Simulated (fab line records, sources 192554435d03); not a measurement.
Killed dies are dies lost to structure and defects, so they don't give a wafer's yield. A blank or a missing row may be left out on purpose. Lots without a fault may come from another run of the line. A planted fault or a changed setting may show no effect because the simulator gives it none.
Chamber matching | flow n5_finfet | N5_BEOL_M7_STRIP_36 on rie_diel-04: 4 sister chambers
The step strips in N2/H2. 14 wafers are shown with their chamber, then 7 later ones without.

WAFERS WITH THEIR CHAMBER
wafer  | chamber | drypump_motor_current_A (A) | showerhead_plenum_p_Torr (Torr) | throttle_valve_pct (%)
L075.2 | 0       | 6.1                         | 2.58                            | 23.4
L075.3 | 2       | 6.4                         | 2.61                            | 24.0
L075.5 | 1       | 6.4                         | 2.63                            | 23.3
L076.1 | 2       | 6.4                         | 2.61                            | 24.1
L076.2 | 3       | 5.4                         | 2.63                            | 23.9
L076.5 | 2       | 6.4                         | 2.61                            | 24.0
L078.1 | 2       | 6.4                         | 2.61                            | 24.0
L078.4 | 1       | 6.3                         | 2.63                            | 23.3
L078.6 | 3       | 5.3                         | 2.63                            | 23.9
L082.1 | 0       | 6.1                         | 2.58                            | 23.4
L082.5 | 0       | 6.1                         | 2.58                            | 23.4
L082.6 | 1       | 6.3                         | 2.63                            | 23.3
L088.1 | 3       | 5.3                         | 2.62                            | 24.0
L088.3 | 2       | 6.4                         | 2.61                            | 23.7

SIGNATURES (means of the wafers above)
reading                  | chamber 0 | chamber 1 | chamber 2 | chamber 3 | scatter within a chamber
drypump_motor_current_A  | 6.100     | 6.333     | 6.400     | 5.333     | 0.0365
showerhead_plenum_p_Torr | 2.5800    | 2.6300    | 2.6100    | 2.6267    | 0.00258
throttle_valve_pct       | 23.400    | 23.300    | 23.960    | 23.933    | 0.0993
Rule: a wafer's distance from a chamber is the root of the sum, over the readings, of the square of ((its reading less the chamber's mean) divided by the reading's scatter). The wafer belongs to the nearest chamber; if the next one is less than 2 further off, it can't be placed. The scatter: the root of (the sum of the squares of (reading less its chamber's mean) over the shown wafers, divided by (wafers less chambers)).

WAFERS WITHOUT THEIR CHAMBER
wafer  | drypump_motor_current_A (A) | showerhead_plenum_p_Torr (Torr) | throttle_valve_pct (%)
L088.6 | 5.3                         | 2.62                            | 24.0
L093.2 | 6.4                         | 2.61                            | 23.7
L093.4 | 5.4                         | 2.62                            | 24.0
L093.5 | 6.3                         | 2.62                            | 23.3
L095.1 | 6.4                         | 2.60                            | 23.7
L095.4 | 5.3                         | 2.61                            | 24.0
L095.5 | 6.1                         | 2.57                            | 23.4

WHICH CHAMBER EACH WENT THROUGH
wafer  | from the rows above | in truth
L088.6 | 3                   | 3
L093.2 | 2                   | 2
L093.4 | 3                   | 3
L093.5 | 1                   | 1
L095.1 | 2                   | 2
L095.4 | 3                   | 3
L095.5 | 0                   | 0
Placed correctly: 7 of 7. Can't be placed from these rows: 0. Placed wrongly: 0.
